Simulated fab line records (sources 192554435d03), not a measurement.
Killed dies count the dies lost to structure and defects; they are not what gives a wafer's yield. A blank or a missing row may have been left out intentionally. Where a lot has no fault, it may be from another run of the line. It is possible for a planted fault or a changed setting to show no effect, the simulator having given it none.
Split-lot trial    flow n5Finfet    on a route of 1938 steps: 7 lots, 21 wafers read

## ON THE SPLIT
At N5_PMOS_HMC_CHANNEL_EPI_EXPOSE_06 (exposes mask PMOS HMC BLK, target cd 240 nm), the setting doseMj was moved away from the recipe's 41 on 7 of the 21 wafers read, by -6.0% to +7.3%. This setting was run at the recipe's value on the other wafers.

## FROM THE SPLIT TO THE READING: what the file shows between them, 3 steps
- N5_PMOS_HMC_CHANNEL_EPI_PEB_07: peb time 60 s (also split here: pebTimeS)
- N5_PMOS_HMC_CHANNEL_EPI_DEVELOP_08: develop time 30 s
- N5_PMOS_HMC_CHANNEL_EPI_CD_MEAS_09: target cd 237.4 nm

## THE READING
PMOS_HMC_CHANNEL_EPI.cdNm (the simulator's own value, which no gauge read), in nm, at N5_PMOS_HMC_CHANNEL_EPI_DESCUM_14 (chemistry O2, time 7.9 s). There is no usual value for it anywhere in the file. Here, 14 wafers ran the recipe; their average is 238.8 nm with a standard deviation of 1.6 nm.

wafer   tool, chamber at the split  doseMj as run  against the recipe  PMOS_HMC_CHANNEL_EPI.cdNm, nm  against lot-mates on the recipe
L074.1  arfiScanner-02, 0           41             recipe              236.5                          -
L074.5  arfiScanner-02, 0           40.16          -2.0%               229.1                          -7.4
L074.6  arfiScanner-02, 0           40.16          -2.0%               235.6                          -0.9
L076.1  arfiScanner-03, 0           43.98          +7.3%               246.3                          +7.4
L076.5  arfiScanner-03, 0           41             recipe              237.1                          -
L076.6  arfiScanner-03, 0           41             recipe              240.7                          -
L084.1  arfiScanner-01, 0           41             recipe              237.6                          -
L084.3  arfiScanner-01, 0           41             recipe              238.6                          -
L084.6  arfiScanner-01, 0           41             recipe              238.4                          -
L085.1  arfiScanner-03, 0           42.15          +2.8%               240.1                          +1.5
L085.5  arfiScanner-03, 0           41             recipe              238.6                          -
L085.6  arfiScanner-03, 0           41             recipe              238.6                          -
L087.1  arfiScanner-01, 0           41             recipe              237.8                          -
L087.2  arfiScanner-01, 0           39.89          -2.7%               234.3                          -3.4
L087.3  arfiScanner-01, 0           41             recipe              237.7                          -
L089.4  arfiScanner-03, 0           41             recipe              243                            -
L089.5  arfiScanner-03, 0           43.45          +6.0%               248.2                          +6.6
L089.6  arfiScanner-03, 0           41             recipe              240.2                          -
L094.2  arfiScanner-03, 0           38.53          -6.0%               234.1                          -5.3
L094.5  arfiScanner-03, 0           41             recipe              239.9                          -
L094.6  arfiScanner-03, 0           41             recipe              238.9                          -

THE FIT
A straight line over all 21 wafers: PMOS_HMC_CHANNEL_EPI.cdNm changes by +1.23 nm for each +1% of doseMj; r = +0.82; the points scatter about the line by 2.4 nm.
The same after taking each lot's own level away (the mean of its wafers on the recipe; 21 wafers): +1.05 nm for each +1%; r = +0.89; scatter 1.5 nm.
The reading moves by 7.7 nm for the largest change in doseMj, on that fit.
From 236.50 to 241.60 nm: that is the span of the lots' own levels, equal to 3.2 times the standard deviation above.
Hence the slope depends on the lot-to-lot level, as the two fits are not the same.
Check: with one of the wafers moved furthest among these (+7.3%) left out of the fit, the line predicts +7.44 nm for it against its lot-mates. Against them it came out at +7.4 nm.

## OTHER SPLITS APPLIED TO THESE WAFERS
Other splits were also applied to these wafers ahead of the reading. Each is held against what the fit with the lots' levels taken away leaves over:
other split on the same wafers           wafers away from the commonest value  r with PMOS_HMC_CHANNEL_EPI.cdNm (lot level and that fit taken away)
N5_ZERO_LAYER_PECVD_02 timeS             6                                     +0.21
N5_PMOS_HMC_CHANNEL_EPI_PEB_07 pebTimeS  5                                     +0.71

## THE WHOLE CHAIN: every reading that the file lists as answering this split, in the file's order
step                                   what it does                                                            reading                                                                     change (the file's fit)                                                                             r (the file's)
N5_PMOS_HMC_CHANNEL_EPI_DESCUM_14      chemistry O2, time 7.9 s                                                PMOS_HMC_CHANNEL_EPI.cdNm (the simulator's own value, which no gauge read)  +1.02 nm for each +1% of the setting                                                                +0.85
N5_PMOS_HMC_CHANNEL_EPI_CD_MEAS_09     target cd 237.4 nm                                                      cdNm                                                                        +0.764 nm for each +1% of the setting, in a fit together with pebTimeS@PMOS_HMC_CHANNEL_EPI_PEB_07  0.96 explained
N5_PMOS_HMC_CHANNEL_EPI_ETCH_32        etches BARC in N2/H2, stops on SiO2, target depth 85.8 nm, time 50.3 s  PMOS_HMC_CHANNEL_EPI.cdNm (the simulator's own value, which no gauge read)  +0.75 nm for each +1% of the setting, in a fit together with pebTimeS@PMOS_HMC_CHANNEL_EPI_PEB_07   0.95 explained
N5_PMOS_HMC_CHANNEL_EPI_HM_OPEN_15     chemistry CHF3/O2, target SiO2, target depth 40.6 nm, time 20.3 s       PMOS_HMC_CHANNEL_EPI.cdNm (the simulator's own value, which no gauge read)  +0.748 nm for each +1% of the setting, in a fit together with pebTimeS@PMOS_HMC_CHANNEL_EPI_PEB_07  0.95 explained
N5_PMOS_HMC_CHANNEL_EPI_ETCH_38        etches SiO2 in CF4, target depth 1.5 nm                                 PMOS_HMC_CHANNEL_EPI.cdNm (the simulator's own value, which no gauge read)  +0.745 nm for each +1% of the setting, in a fit together with pebTimeS@PMOS_HMC_CHANNEL_EPI_PEB_07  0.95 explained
N5_PMOS_HMC_CHANNEL_EPI_FIN_RECESS_16  chemistry HBr/Cl2, target Si, target depth 54 nm, time 18 s             PMOS_HMC_CHANNEL_EPI.cdNm (the simulator's own value, which no gauge read)  +0.738 nm for each +1% of the setting, in a fit together with pebTimeS@PMOS_HMC_CHANNEL_EPI_PEB_07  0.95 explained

## FILE'S OWN FIT
PMOS_HMC_CHANNEL_EPI.cdNm changes by +1.02 nm for each +1% of doseMj, r = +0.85.
